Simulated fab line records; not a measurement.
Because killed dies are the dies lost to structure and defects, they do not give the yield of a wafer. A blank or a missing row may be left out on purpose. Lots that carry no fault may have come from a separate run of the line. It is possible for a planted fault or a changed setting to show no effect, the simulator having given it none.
A single fault, viewed from 2 desks    flow n5-finfet    each desk holds nothing but its own numbers, with what lay behind them at the end

THE TOOL OWNER'S DESK: rie-diel-01
The tool's own readings at N5_BEOL_M0_CUTY_ETCH_62 (etches SiARC in CF4, time 58.5 s): means of the sampled wafers that have a number, for each lot that ran on this tool. Any lot whose mean is over 4 standard deviations away from the usual mean is out of limits and marked OUT; that distance is given in the brackets. It has 8 readings, of which 7 appear: the earliest out of limits, and the ones furthest out on some lot.
Columns: A = cf4-flow-sccm at N5_BEOL_M0_CUTY_ETCH_62, usual 100.0 sccm; B = drypump-motor-current-A at N5_BEOL_M0_CUTY_ETCH_62, usual 5.6 A; C = etch-rf-on-time-s at N5_BEOL_M0_CUTY_ETCH_62, usual 59.0 s; D = mfc-ar-sccm at N5_BEOL_M0_CUTY_ETCH_62, usual 100.00 sccm; E = oes-product-au at N5_BEOL_M0_CUTY_ETCH_62, usual 0.66 a.u.; F = showerhead-plenum-p-Torr at N5_BEOL_M0_CUTY_ETCH_62, usual 2.14 Torr; G = throttle-valve-pct at N5_BEOL_M0_CUTY_ETCH_62, usual 15.47 %
lot   first seen here  A      B    C                D       E     F     G
L843  day 6 02:39      99.8   5.4  59.4             99.89   0.63  2.17  15.60
L848  day 7 20:34      99.8   5.2  59.3             100.23  0.63  2.19  15.55
L852  day 8 09:31      100.1  5.2  71.6 (+8.4) OUT  100.09  0.56  2.13  15.52
L853  day 8 17:27      99.8   5.3  72.7 (+9.1) OUT  99.77   0.55  2.09  15.63
L864  day 11 15:36     100.2  5.2  58.4             100.23  0.65  2.16  15.48
This desk's finding: out of limits on L852, L853; first on L852, day 8 09:31 (etch-rf-on-time-s at N5_BEOL_M0_CUTY_ETCH_62). Within limits: L843, L848, L864.

FROM THE METROLOGY DESK
Means of the sampled wafers that have a number, per lot and without regard to the tool the lot ran on: this is what the gauges read. Any lot whose mean is over 4 standard deviations away from the usual mean is out of limits and marked OUT; that distance is given in the brackets. Only the readings that lie furthest out on some lot appear, 7 of the 12 it has.
Columns: A = cd-nm at N5_BEOL_M0_CUTY_CD_MEAS_57, usual 200.4 nm; B = DIBL_N at N5_BEOL_M4_RC_MEAS_101, usual 37.1 mV/V; C = IOFF_N at N5_BEOL_M4_RC_MEAS_101, usual 0.18 nA/um; D = SS_N at N5_BEOL_M4_RC_MEAS_101, usual 71.7 mV/dec; E = SS_P at N5_BEOL_M4_RC_MEAS_101, usual 73.7 mV/dec; F = VT_N at N5_BEOL_M4_RC_MEAS_101, usual 249 mV; G = VT_P at N5_BEOL_M4_RC_MEAS_101, usual -248 mV
lot   first seen here  A      B     C     D     E     F    G
L843  day 6 00:40      199.6  36.2  0.15  71.3  73.0  247  -248
L848  day 7 18:18      201.8  36.6  0.18  71.4  73.9  250  -247
L852  day 8 07:12      200.7  36.7  0.17  71.8  73.5  250  -250
L853  day 8 15:36      201.1  36.0  0.17  71.1  73.7  248  -248
L858  day 9 18:09      200.6  38.8  0.21  71.8  74.1  247  -243
L859  day 10 05:26     199.9  33.7  0.13  71.1  72.3  251  -251
L860  day 10 08:53     200.2  35.7  0.16  71.4  73.5  250  -252
L862  day 10 23:29     201.0  39.9  0.23  72.0  74.5  247  -246
L864  day 11 13:31     199.2  39.3  0.24  72.6  74.6  244  -245
This desk's finding: nothing out of limits on any of the 9 lots.

ALL TOGETHER
At day 8 09:31, on L852, L853, the tool owner's desk was in a position to raise an alarm.
Metrology desk: nothing out of limits seen.
The metrology desk has L852, L853 on record, within its limits.
All the named lots went through N5_BEOL_M0_CUTY_ETCH_62 on rie-diel-01.

WHAT THE SIMULATOR PUT IN
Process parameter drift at N5_BEOL_M0_CUTY_ETCH_62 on rie-diel-01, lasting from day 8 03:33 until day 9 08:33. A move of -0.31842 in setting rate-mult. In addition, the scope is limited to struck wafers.
Lots struck among those shown: L852, L853.
Hours from the fault's start to each desk's first reading out of limits: the tool owner's desk, 6.
